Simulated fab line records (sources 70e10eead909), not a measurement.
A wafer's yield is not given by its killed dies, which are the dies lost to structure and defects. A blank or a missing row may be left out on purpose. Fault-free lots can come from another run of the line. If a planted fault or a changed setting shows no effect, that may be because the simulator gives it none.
Which tool did it?	flow nandHarc	38 wafers from 14 lots sampled at 5 of the route's 1302 steps

## WHAT THE GAUGES SHOWED, per wafer
NHARC_END_SORT_01.
lot	measured	on	defectLimitedYield (%)	killedAtArray	killedAtOther	killedAtPeriphery	killedDies	killedOpen	killedShort
L221	day 24 10:16	prober-01	93.6 93.1 92.6	41 46 47	1 0 0	1 1 3	43 47 50	4 1 7	2 3 2
L220	day 24 16:04	prober-02	91.7 91.1 87.6	52 56 83	0 0 1	4 4 0	56 60 84	3 3 1	2 6 3
L222	day 25 02:26	prober-01	91.6 91.0 92.9	49 53 38	1 2 1	7 6 9	57 61 48	7 3 2	1 1 2
L224	day 25 16:38	prober-02	88.8 88.8 89.4	71 74 68	1 0 0	4 2 4	76 76 72	3 4 4	2 3 3
L223	day 25 15:06	prober-01	92.0 90.4 92.9	46 61 43	2 1 2	6 3 3	54 65 48	7 4 2	5 1 1
L226	day 26 10:38	prober-01	95.0 95.9 95.0	31 25 34	1 1 0	2 2 0	34 28 34	6 2 1	5 0 4
L225	day 26 10:38	prober-02	85.1 84.2 84.9	98 104 99	1 1 0	2 2 3	101 107 102	3 4 4	3 2 3
L227	day 26 21:21	prober-01	88.9 90.8 91.6	73 57 52	0 0 0	2 5 5	75 62 57	3 3 2	1 2 0
L228	day 28 02:10	prober-02	89.8 92.6 89.1	63 45 72	2 2 0	4 3 2	69 50 74	4 5 4	3 2 3
L240	day 32 04:50	prober-02	89.5 90.3 90.0	64 63 66	1 0 0	6 3 2	71 66 68	2 0 2	6 1 1
L238	day 32 18:20	prober-01	88.9	71	1	3	75	4	5
L239	day 32 11:19	prober-01	94.8	28	0	7	35	2	2
L241	day 33 03:55	prober-02	89.7 89.8 90.0	65 63 65	0 1 1	5 5 2	70 69 68	4 4 2	4 4 2
L243	day 34 11:07	prober-01	91.0 87.7 88.9	53 78 71	0 0 0	8 5 4	61 83 75	3 4 3	3 3 5

## WHAT TOOL EACH LOT RAN ON (gives the tool, then ch and the chambers of the sampled wafers, and finally the start)
lot	NHARC_A_M0_ETCH_34	NHARC_A_M0_PVD_20	NHARC_A_M0_DEP_32	NHARC_A_M1_PEB_07
L221	rieDiel-05 ch 1,2,3, day 22 18:55	pvdSputter-01, day 22 21:34 or earlier	pecvd-04 ch 0,2, day 22 21:34	lithoTrack-01 ch 0, day 22 22:41
L220	rieDiel-04 ch 0,1, day 23 01:07	pvdSputter-02, day 23 03:41 or earlier	pecvd-04 ch 0,2, day 23 03:41	lithoTrack-01 ch 0, day 23 04:59
L222	rieDiel-05 ch 0,1,2, day 23 09:31	pvdSputter-02, day 23 12:02 or earlier	pecvd-02 ch 1,2, day 23 12:02	lithoTrack-01 ch 0, day 23 13:11
L224	rieDiel-05 ch 1,2,3, day 23 23:19	pvdSputter-01, day 24 01:55 or earlier	pecvd-01 ch 0,1,2, day 24 01:55	lithoTrack-06 ch 0, day 24 03:03
L223	rieDiel-05 ch 0,2,3, day 24 01:20	pvdSputter-01, day 24 03:54 or earlier	pecvd-04 ch 1,2, day 24 03:54	lithoTrack-06 ch 0, day 24 05:01
L226	rieDiel-03 ch 0,2,3, day 24 19:54	pvdSputter-03, day 24 22:28 or earlier	pecvd-01 ch 0,1, day 24 22:28	lithoTrack-06 ch 0, day 24 23:35
L225	rieDiel-04 ch 0,1,2, day 24 20:57	pvdSputter-02, day 24 23:30 or earlier	pecvd-02 ch 0,1,2, day 24 23:30	lithoTrack-06 ch 0, day 25 00:41
L227	rieDiel-04 ch 0,2,3, day 25 06:43	pvdSputter-03, day 25 09:18 or earlier	pecvd-04 ch 1,2, day 25 09:18	lithoTrack-06 ch 0, day 25 10:34
L228	rieDiel-04 ch 0,1,3, day 26 09:20	pvdSputter-02, day 26 11:51 or earlier	pecvd-02 ch 0,1, day 26 11:51	lithoTrack-06 ch 0, day 26 12:54
L240	rieDiel-04 ch 0,2,3, day 30 11:37	pvdSputter-01, day 30 14:10 or earlier	pecvd-02 ch 0,1,2, day 30 14:10	lithoTrack-01 ch 0, day 30 15:18
L238	rieDiel-05 ch 0, day 30 15:27	pvdSputter-01, day 30 18:12 or earlier	pecvd-02 ch 2, day 30 18:12	lithoTrack-06 ch 0, day 30 19:04
L239	rieDiel-03 ch 0, day 30 19:13	pvdSputter-01, day 30 21:58 or earlier	pecvd-01 ch 1, day 30 21:58	lithoTrack-06 ch 0, day 30 22:59
L241	rieDiel-05 ch 0,2,3, day 31 11:08	pvdSputter-01, day 31 13:44 or earlier	pecvd-01 ch 1,2, day 31 13:44	lithoTrack-01 ch 0, day 31 14:52
L243	rieDiel-04 ch 0,3, day 32 18:20	pvdSputter-03, day 32 21:01 or earlier	pecvd-02 ch 0,1,2, day 32 21:01	lithoTrack-04 ch 0, day 32 22:06
- NHARC_A_M0_ETCH_34: etches the open film in N2/H2, target depth 40 nm, overetch 12 nm, time 43.94 s.
- NHARC_A_M0_PVD_20: deposits TaN, target thk 5 nm, time 8.06 s.
- NHARC_A_M0_DEP_32: deposits SiCN, target thk 30 nm.
- NHARC_A_M1_PEB_07: peb time 65 s.

## WHAT THE TOOLS THEMSELVES READ (means of the sampled wafers that have a number; where no wafer has one, the mark that the record gives instead)
NHARC_A_M0_ETCH_34.
lot	tool	drypumpMotorCurrentA (A)	oesProductAu (a.u.)	rfVppV (V)	showerheadPlenumPTorr (Torr)	throttleValvePct (%)
L221	rieDiel-05	5.8	0.987	431.6	2.07	14.174
L220	rieDiel-04	6.0	1.003	430.1	2.04	14.173
L222	rieDiel-05	5.3	0.997	429.8	2.02	14.179
L224	rieDiel-05	5.7	0.993	431.5	2.07	14.173
L223	rieDiel-05	5.5	0.996	433.5	2.10	14.173
L226	rieDiel-03	5.1	1.002	428.8	1.98	14.177
L225	rieDiel-04	6.0	0.992	431.8	2.09	14.167
L227	rieDiel-04	5.8	1.001	431.5	2.06	14.170
L228	rieDiel-04	6.0	0.998	431.6	2.05	14.176
L240	rieDiel-04	5.8	1.005	431.4	2.06	14.179
L238	rieDiel-05	5.0	1.009	429.2	2.03	14.184
L239	rieDiel-03	5.1	1.032	431.1	2.02	14.187
L241	rieDiel-05	5.5	1.016	431.6	2.10	14.168
L243	rieDiel-04	5.8	1.001	429.7	2.02	14.168

NHARC_A_M0_PVD_20.
lot	tool	throttleValvePct (%)
L221	pvdSputter-01	29.4
L220	pvdSputter-02	29.3
L222	pvdSputter-02	29.6
L224	pvdSputter-01	28.5
L223	pvdSputter-01	28.4
L226	pvdSputter-03	30.4
L225	pvdSputter-02	28.7
L227	pvdSputter-03	29.8
L228	pvdSputter-02	29.1
L240	pvdSputter-01	28.3
L238	pvdSputter-01	29.5
L239	pvdSputter-01	29.3
L241	pvdSputter-01	29.7
L243	pvdSputter-03	29.6

NHARC_A_M0_DEP_32.
lot	tool	heaterPowerW (W)
L221	pecvd-04	615
L220	pecvd-04	660
L222	pecvd-02	594
L224	pecvd-01	593
L223	pecvd-04	636
L226	pecvd-01	579
L225	pecvd-02	636
L227	pecvd-04	686
L228	pecvd-02	659
L240	pecvd-02	618
L238	pecvd-02	581
L239	pecvd-01	565
L241	pecvd-01	596
L243	pecvd-02	655

NHARC_A_M1_PEB_07.
lot	tool	exhaustPa (Pa)	heaterPowerTotalW (W)	plateTempC (C)
L221	lithoTrack-01	43.6	156.7	100.00
L220	lithoTrack-01	44.4	156.1	99.99
L222	lithoTrack-01	46.9	156.4	100.03
L224	lithoTrack-06	44.5	156.7	99.90
L223	lithoTrack-06	45.2	156.8	99.85
L226	lithoTrack-06	44.2	156.6	99.88
L225	lithoTrack-06	43.7	156.4	99.97
L227	lithoTrack-06	45.0	156.8	100.08
L228	lithoTrack-06	45.3	157.1	99.97
L240	lithoTrack-01	46.2	156.9	99.92
L238	lithoTrack-06	45.5	155.6	99.50
L239	lithoTrack-06	45.3	155.6	99.41
L241	lithoTrack-01	45.2	156.7	99.98
L243	lithoTrack-04	45.1	156.4	100.02

## THE ANSWER, worked out from the rows above alone
Rule: usual is defined by the lots themselves. The widest of any qualifying gaps counts: lots, ordered by their means at a reading, are off when they make up no more than a third of the lots, leave a main group of 4 or more, and stand apart from it by 3 or more times the standard deviation of that group's means. Not used: any main group whose means are identical at the precision the tables above print for the reading. A lot without any number at a reading at which 4 lots or more have one is off too. The other lots that the step has rows for count as sound. The gauges are gone through in route order, then the tools' own readings, and for those a lot's mean is taken as printed above. The first step at which some lot is off is used, and at that step the reading that is off furthest; a lot without a number counts as furthest.
Off at NHARC_A_M1_PEB_07 (plateTempC): L238, L239. Mean 99.97 C and standard deviation 0.064 in the main group.
A tool fits if, at that step or a process step before it, it ran every lot that is off, and no sound lot after the first of them. Because NHARC_A_M0_PVD_20 lacks a start for some lots, the hours and order of its lots are taken from NHARC_A_M0_DEP_32. One fits: lithoTrack-06 at NHARC_A_M1_PEB_07. A fault onset in the window from L228 (day 26 12:54, its last sound lot) to L238 (day 30 19:04, its first lot off) fits.
On the lots that are off, the tool's own readings at NHARC_A_M1_PEB_07 differ by more than 5 times the standard deviation of the sound lots' means, which bears it out; plateTempC reads 99.45 C there versus 99.97 C on the sound lots.

## WHAT WAS PUT IN BY THE SIMULATOR
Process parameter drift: lithoTrack-06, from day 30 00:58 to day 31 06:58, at NHARC_A_M1_PEB_07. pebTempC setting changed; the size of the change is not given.
Shown lots that were struck: L239, L238. The same result came from the rule above.
